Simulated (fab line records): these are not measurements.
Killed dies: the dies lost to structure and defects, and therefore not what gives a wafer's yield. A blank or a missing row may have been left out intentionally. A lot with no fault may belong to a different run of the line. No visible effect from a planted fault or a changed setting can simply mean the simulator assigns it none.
Chamber matching -- flow nand-harc -- NHARC_A_CHANNEL_FILL_D1_ALD_25 on ald-hk-03: 3 sister chambers
The step deposits SiOx, target thk 60 nm, pulse time 10 s, ald cycles 600. 3 wafers are shown with their chamber, then 5 later ones without.

EACH WAFER AND ITS CHAMBER
wafer,chamber,heater-power-w (W)
L092.2,3,531
L092.1,2,456
L092.6,0,464

WAFERS MISSING THEIR CHAMBER
wafer,heater-power-w (W)
L095.6,449
L097.3,459
L097.4,476
L097.6,455
L097.1,539

WHICH CHAMBER EACH WENT THROUGH
wafer,from the rows above,in truth
L095.6,can't be placed: 2 or 0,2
L097.3,can't be placed: 2 or 0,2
L097.4,can't be placed: 0 or 2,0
L097.6,can't be placed: 2 or 0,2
L097.1,3,3
Correct placement for 1 of the 5. These rows do not allow placing 4 (true chamber among the candidates in 4). 0 placed wrongly.
How it was worked out, from the rows above alone: a wafer's distance from a chamber is the root of the sum, over the readings, of the square of ((its reading less the chamber's mean) divided by the reading's scatter). The wafer belongs to the nearest chamber; if the next one is less than 2 further off, it can't be placed. The mean given for a chamber averages the wafers shown for that chamber. The scatter: root of mean squared gap, hidden wafer to nearest shown wafer, with one shown wafer a chamber.
